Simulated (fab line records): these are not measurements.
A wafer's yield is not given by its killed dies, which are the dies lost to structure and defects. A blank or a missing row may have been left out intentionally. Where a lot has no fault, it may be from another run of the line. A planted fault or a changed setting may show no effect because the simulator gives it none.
Chamber matching    flow n5_finfet    pecvd-03 running N5_BEOL_M10_DEP_56: 3 sister chambers
The step deposits SiCN from 3MS/NH3, target thk 15 nm, time 26.5 s. 20 wafers are shown with their chamber, then 10 later ones without.

## WAFERS, EACH WITH ITS CHAMBER
wafer   chamber  throttle_valve_pct (%)  showerhead_plenum_p_Torr (Torr)
L080.1  1        9.2                     3.672
L080.2  0        9.5                     3.650
L080.3  2        8.3                     3.684
L080.4  0        9.7                     3.656
L080.5  2        8.5                     3.680
L080.6  1        9.0                     3.672
L079.1  0        9.6                     3.650
L079.3  1        9.0                     3.654
L079.5  0        9.5                     3.667
L085.1  0        9.4                     3.664
L085.2  2        8.3                     3.689
L085.3  1        9.1                     3.664
L085.4  0        9.7                     3.665
L085.5  2        8.4                     3.688
L085.6  1        9.1                     3.668
L087.2  0        9.7                     3.656
L087.4  2        8.4                     3.686
L087.6  0        9.6                     3.663
L091.4  1        9.1                     3.664
L091.5  0        9.7                     3.653

SIGNATURES (means of the wafers above)
reading                   chamber 0  chamber 1  chamber 2  scatter within a chamber
throttle_valve_pct        9.600      9.083      8.380      0.0959
showerhead_plenum_p_Torr  3.65822    3.66567    3.68540    0.00609
Rule: distance of a wafer from a chamber = root of the sum over the readings of ((wafer's reading minus chamber's mean) / reading's scatter) squared. The wafer belongs to the nearest chamber; if the next one is less than 2 further off, it can't be placed. The scatter is the square root of a quotient: the sum, over the shown wafers, of each reading's squared deviation from its chamber's mean, divided by wafers minus chambers.

## WAFERS MISSING THEIR CHAMBER
wafer   throttle_valve_pct (%)  showerhead_plenum_p_Torr (Torr)
L091.6  7.9                     3.688
L090.1  8.4                     3.681
L090.2  9.1                     3.668
L090.6  9.1                     3.665
L095.2  9.6                     3.660
L095.4  8.4                     3.685
L095.5  9.2                     3.667
L096.1  9.4                     3.655
L096.4  8.3                     3.683
L096.5  9.4                     3.653

## WHICH CHAMBER EACH WENT THROUGH
wafer   from the rows above      in truth
L091.6  2                        2
L090.1  2                        2
L090.2  1                        1
L090.6  1                        1
L095.2  0                        0
L095.4  2                        2
L095.5  1                        1
L096.1  can't be placed: 0 or 1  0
L096.4  2                        2
L096.5  can't be placed: 0 or 1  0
Correct placement for 8 of the 10. From these rows, 2 cannot be placed; in 2 the true chamber is one of the candidates. Placed wrongly: 0.
